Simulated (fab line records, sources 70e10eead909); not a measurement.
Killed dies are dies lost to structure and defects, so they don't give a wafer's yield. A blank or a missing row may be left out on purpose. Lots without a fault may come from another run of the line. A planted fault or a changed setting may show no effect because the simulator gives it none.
Tool commonality check | flow nand_harc | 12 lots, 36 wafers sampled

WHY IT WAS OPENED
At NHARC_P_ZERO_WELL_CD_MEAS_24 the reading cd_nm is flagged on 2 of 12 lots. Wafers without a fault read 720.0 nm, standard deviation 1.2.
Rule: a lot is flagged when every wafer of it that has a number lies more than 4 standard deviations from that mean, or none has a number. The other lots count as sound.

lot  | measured     | on        | cd_nm (nm), wafer by wafer | flag
L126 | day 2 09:50  | cd_sem-02 | 718.9 720.2 719.2          |
L129 | day 3 14:36  | cd_sem-01 | 719.6 720.6 720.1          |
L131 | day 4 10:46  | cd_sem-02 | 719.5 720.5 721.0          |
L133 | day 5 06:39  | cd_sem-01 | 720.3 721.4 719.9          |
L134 | day 5 16:36  | cd_sem-02 | 720.0 718.1 718.7          |
L135 | day 6 02:29  | cd_sem-01 | 722.0 721.8 720.5          |
L137 | day 6 22:52  | cd_sem-02 | 721.7 720.1 720.1          |
L139 | day 7 18:34  | cd_sem-03 | 717.8 720.6 720.7          |
L142 | day 9 00:36  | cd_sem-03 | 713.6 711.9 711.6          | FLAGGED
L144 | day 9 20:34  | cd_sem-03 | 710.8 711.1 713.7          | FLAGGED
L147 | day 11 02:37 | cd_sem-01 | 719.4 720.3 721.0          |
L148 | day 11 12:35 | cd_sem-01 | 720.6 718.4 718.3          |
The numbers of the flagged lots are 712.1 nm on average: -7.9 nm against the usual, or -7 standard deviations.

WHICH TOOL RAN EACH LOT
The record holds 2 process steps before the reading, out of a route of 1302 steps. In each cell: the tool, then ch and the chambers that the sampled wafers went through, then the start.
lot  | flag    | NHARC_P_ZERO_WELL_ETCH_63        | NHARC_P_ZERO_WELL_PEB_22
L126 |         | rie_si-04 ch 0,1,2, day 2 08:55  | litho_track-02 ch 0, day 2 09:45
L129 |         | rie_si-01 ch 0,1,2, day 3 13:41  | litho_track-03 ch 0, day 3 14:31
L131 |         | rie_si-01 ch 0,1,2, day 4 09:50  | litho_track-05 ch 0, day 4 10:40
L133 |         | rie_si-06 ch 1,2, day 5 05:50    | litho_track-02 ch 0, day 5 06:34
L134 |         | rie_si-06 ch 2,3, day 5 15:40    | litho_track-05 ch 0, day 5 16:30
L135 |         | rie_si-01 ch 0,1,2, day 6 01:35  | litho_track-02 ch 0, day 6 02:23
L137 |         | rie_si-04 ch 1,2, day 6 21:56    | litho_track-03 ch 0, day 6 22:46
L139 |         | rie_si-04 ch 0,1, day 7 17:35    | litho_track-02 ch 0, day 7 18:28
L142 | FLAGGED | rie_si-04 ch 1,3, day 8 23:40    | litho_track-05 ch 0, day 9 00:31
L144 | FLAGGED | rie_si-06 ch 0,1,3, day 9 19:46  | litho_track-05 ch 0, day 9 20:28
L147 |         | rie_si-06 ch 0,2,3, day 11 01:42 | litho_track-03 ch 0, day 11 02:31
L148 |         | rie_si-01 ch 1,2, day 11 11:40   | litho_track-02 ch 0, day 11 12:30
What these steps do:
- NHARC_P_ZERO_WELL_ETCH_63: etches the open film in HBr/Cl2, target depth 120 nm, time 40.1 s.
- NHARC_P_ZERO_WELL_PEB_22: peb time 85 s.
- NHARC_P_ZERO_WELL_CD_MEAS_24: target cd 720 nm.

FLAGGED OVER TOTAL, TOOL BY TOOL (the gauges that took the reading come last)
step                         | tool           | lots run | flagged | share of the flagged lots | sound lots run after its first flagged lot
NHARC_P_ZERO_WELL_ETCH_63    | rie_si-01      | 4        | 0       | none                      | -
NHARC_P_ZERO_WELL_ETCH_63    | rie_si-04      | 4        | 1       | some                      | 0
NHARC_P_ZERO_WELL_ETCH_63    | rie_si-06      | 4        | 1       | some                      | 1 (L147)
NHARC_P_ZERO_WELL_PEB_22     | litho_track-02 | 5        | 0       | none                      | -
NHARC_P_ZERO_WELL_PEB_22     | litho_track-03 | 3        | 0       | none                      | -
NHARC_P_ZERO_WELL_PEB_22     | litho_track-05 | 4        | 2       | all                       | 0
NHARC_P_ZERO_WELL_CD_MEAS_24 | cd_sem-01      | 5        | 0       | none                      | -
NHARC_P_ZERO_WELL_CD_MEAS_24 | cd_sem-02      | 4        | 0       | none                      | -
NHARC_P_ZERO_WELL_CD_MEAS_24 | cd_sem-03      | 3        | 2       | all                       | 0

WHAT THE TABLE ALLOWS
2 rows of the table ran every flagged lot: litho_track-05 at NHARC_P_ZERO_WELL_PEB_22, cd_sem-03 at NHARC_P_ZERO_WELL_CD_MEAS_24.
- litho_track-05 at NHARC_P_ZERO_WELL_PEB_22: 2 of its 4 lots flagged. Its last sound lot is L134 (day 5 16:30), its first flagged lot L142 (day 9 00:31): a fault that began between those two fits. Its own readings lie more than 4 standard deviations out on every wafer of the flagged lots: heater_power_total_W, plate_temp_C.
- cd_sem-03 at NHARC_P_ZERO_WELL_CD_MEAS_24: 2 of its 3 lots flagged. Its last sound lot is L139 (day 7 18:34), its first flagged lot L142 (day 9 00:36): a fault that began between those two fits.
Counting lots can't tell these 2 tools apart, because each fits a fault that began at some hour. More lots, or a look at what each step does to the wafer, might.

WHAT THE SIMULATOR HAD PUT IN
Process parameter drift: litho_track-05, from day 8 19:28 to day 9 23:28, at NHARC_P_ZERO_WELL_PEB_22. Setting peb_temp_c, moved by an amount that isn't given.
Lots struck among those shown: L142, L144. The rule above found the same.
